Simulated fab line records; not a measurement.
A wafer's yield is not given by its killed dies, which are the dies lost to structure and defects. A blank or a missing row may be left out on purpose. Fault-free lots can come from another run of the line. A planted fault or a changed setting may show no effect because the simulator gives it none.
A lot that was struck, set against a sound lot / flow nand_harc / 15 steps out of a route of 1159
Sound: wafers L843.2, L843.3, L843.6. Struck: wafers L851.1, L851.2, L851.5. The cause comes at the end.
Order at every step that has rows: each side's tool, ch and its chambers, its first start. Under that, the readings that differ: sound wafers / struck wafers / difference of the means / sigmas: that difference in standard deviations of wafers without a fault.
alike: readings with means less than 2 such deviations apart, plus words and numbers identical on both sides. not compared: withheld readings, readings lacking a value on some wafer, bounds such as >300 that could conceal the same value, and numbers that have no deviation in the record and whose values overlap.
Wherever a step has rows on one side only, a row that says differs or no value, or a row with sigmas, the two part there. Non-overlapping numbers with no deviation appear without sigmas and do not part them. A reading that every wafer of one side lacks parts them only if that side has two wafers or more.

first, 6 steps without rows for these wafers: NHARC_A_CONTACT_COAT_36 (resist thk 90 nm); NHARC_A_CONTACT_SOFTBAKE_37 (time 55 s); NHARC_A_CONTACT_EBR_38; NHARC_A_CONTACT_EXPOSE_39 (exposes mask A CC 3); NHARC_A_CONTACT_PEB_40 (peb time 65 s); NHARC_A_CONTACT_DEVELOP_41 (develop time 35 s).
NHARC_A_CONTACT_CD_MEAS_42 targets a cd of 200 nm.
  sound on cd_sem-02 ch 0, day 18 12:58; struck on cd_sem-02 ch 0, day 20 08:35
  alike: cd_nm
NHARC_A_CONTACT_OVL_MEAS_43:
  sound on overlay-02 at day 18 13:02; struck on overlay-02 at day 20 08:41
reading=overlay_x_nm (nm); sound=-1.9 -1.4 -1.3; struck=1.5 1.5 2.0; difference=+3.2; sigmas=+3
  alike: overlay_y_nm
NHARC_A_CONTACT_INSPECT_44:
  sound on defect_inspect-02 at day 18 13:05; struck on defect_inspect-02 at day 20 08:43
reading=raw_defect_count; sound=13 20 37; struck=46 50 63; difference=+30; sigmas=+2
NHARC_A_CONTACT_DESCUM_47: chemistry O2, time 3 s.
  sound on rie_diel-09 ch 2,3, day 18 13:08; struck on rie_diel-06 ch 0,1,2, day 20 08:47
  alike: drypump_motor_current_A, oes_product_au, rf_vpp_V, showerhead_plenum_p_Torr, throttle_valve_pct
  not compared: rf_hours_counter_h
NHARC_A_CONTACT_ETCH_48: etches the open film in CF4, target depth 39 nm, time 65 s.
  sound on rie_diel-09 ch 1,2,3, day 18 13:14; struck on rie_diel-06 ch 0,1, day 20 08:52
  alike: bias_w, cf4_flow_sccm, drypump_motor_current_A, oes_product_au, rf_vpp_V, showerhead_plenum_p_Torr, throttle_valve_pct
  not compared: rf_hours_counter_h
NHARC_A_CONTACT_ETCH_49: etches the open film in N2/H2, target depth 260 nm, time 475.3 s.
  sound on rie_diel-09 ch 1,2; struck on rie_diel-06 ch 0,1,3
  alike: bias_w, chamber_pressure_mTorr, drypump_motor_current_A, h2_flow_sccm, oes_product_au, rf_vpp_V, showerhead_plenum_p_Torr, throttle_valve_pct
  not compared: rf_hours_counter_h
NHARC_A_CONTACT_ETCH_50: etches the open film in CF4/CHF3, target depth 84.7 nm, time 42.4 s.
  sound on rie_diel-09 ch 1,2, day 18 13:59; struck on rie_diel-06 ch 1,2, day 20 09:19
  no value came back on the struck wafers for any of 7 readings (bias_w (W), cf4_flow_sccm (sccm) and others); on the sound wafers bias_w (W) reads 199.9 199.9 200.1
  not compared: rf_hours_counter_h
NHARC_A_CONTACT_ETCH_51: etches the open film in O2/COS, target depth 3600 nm, time 936 s.
  sound on rie_diel-09 ch 1,2; struck on rie_diel-06 ch 0,1,2
  alike: bias_w, chamber_pressure_mTorr, drypump_motor_current_A, oes_product_au, rf_vpp_V, showerhead_plenum_p_Torr, throttle_valve_pct
  not compared: rf_hours_counter_h
-- jump in the record: it breaks off in module A_CONTACT and resumes in module END (first step shown: number 1159 of the route), and 3 days separate the struck wafers' starts before and after --
NHARC_END_SORT_01:
  at this point the record logs the struck wafers (prober-01 ch 0, day 23 06:09) and has no rows for the sound ones

WHERE THEY PART
Last at NHARC_END_SORT_01 as far as this record goes, first at NHARC_A_CONTACT_OVL_MEAS_43.

WHY: whatever the simulator had introduced
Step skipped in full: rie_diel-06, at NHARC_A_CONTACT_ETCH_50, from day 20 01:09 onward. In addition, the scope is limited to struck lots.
